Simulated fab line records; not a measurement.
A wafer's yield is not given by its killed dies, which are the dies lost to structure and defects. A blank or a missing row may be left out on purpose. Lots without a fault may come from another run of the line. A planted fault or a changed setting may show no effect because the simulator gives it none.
Matching of chambers ; flow n5Finfet ; N5_BEOL_M7_STRIP_36 on rieDiel-04: 4 sister chambers
The step strips in N2/H2. 8 wafers are shown with their chamber, then 11 later ones without.

WAFERS PAIRED WITH THEIR CHAMBERS
wafer;chamber;showerheadPlenumPTorr (Torr);drypumpMotorCurrentA (A)
L076.5;3;2.61;5.9
L085.1;0;2.61;5.6
L087.3;0;2.61;5.7
L087.4;1;2.59;6.2
L086.3;2;2.48;6.2
L086.4;3;2.60;5.9
L086.5;2;2.48;6.2
L090.3;1;2.59;6.3

WAFERS MISSING THEIR CHAMBER
wafer;showerheadPlenumPTorr (Torr);drypumpMotorCurrentA (A)
L090.4;2.60;5.7
L090.5;2.60;5.6
L091.1;2.58;6.2
L091.2;2.60;5.6
L091.3;2.59;5.9
L097.2;2.59;5.9
L097.4;2.58;6.3
L097.5;2.60;5.7
L095.2;2.47;6.2
L095.3;2.59;5.9
L095.4;2.60;5.6

EACH ONE'S CHAMBER
wafer;from the rows above;in truth
L090.4;can't be placed: 0 or 3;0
L090.5;0;0
L091.1;1;1
L091.2;0;0
L091.3;3;3
L097.2;3;3
L097.4;1;1
L097.5;can't be placed: 0 or 3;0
L095.2;2;2
L095.3;3;3
L095.4;0;0
9 of 11 placed correctly. Unplaceable from these rows: 2, with the true chamber sitting among the candidates in 2. Placed wrongly: 0.
How it was worked out, from the rows above alone: a wafer's distance from a chamber is the root of the sum, over the readings, of the square of ((its reading less the chamber's mean) divided by the reading's scatter). The wafer belongs to the nearest chamber; if the next one is less than 2 further off, it can't be placed. A chamber's mean is the mean of its shown wafers. The scatter: the root of (the sum of the squares of (reading less its chamber's mean) over the shown wafers, divided by (wafers less chambers)).
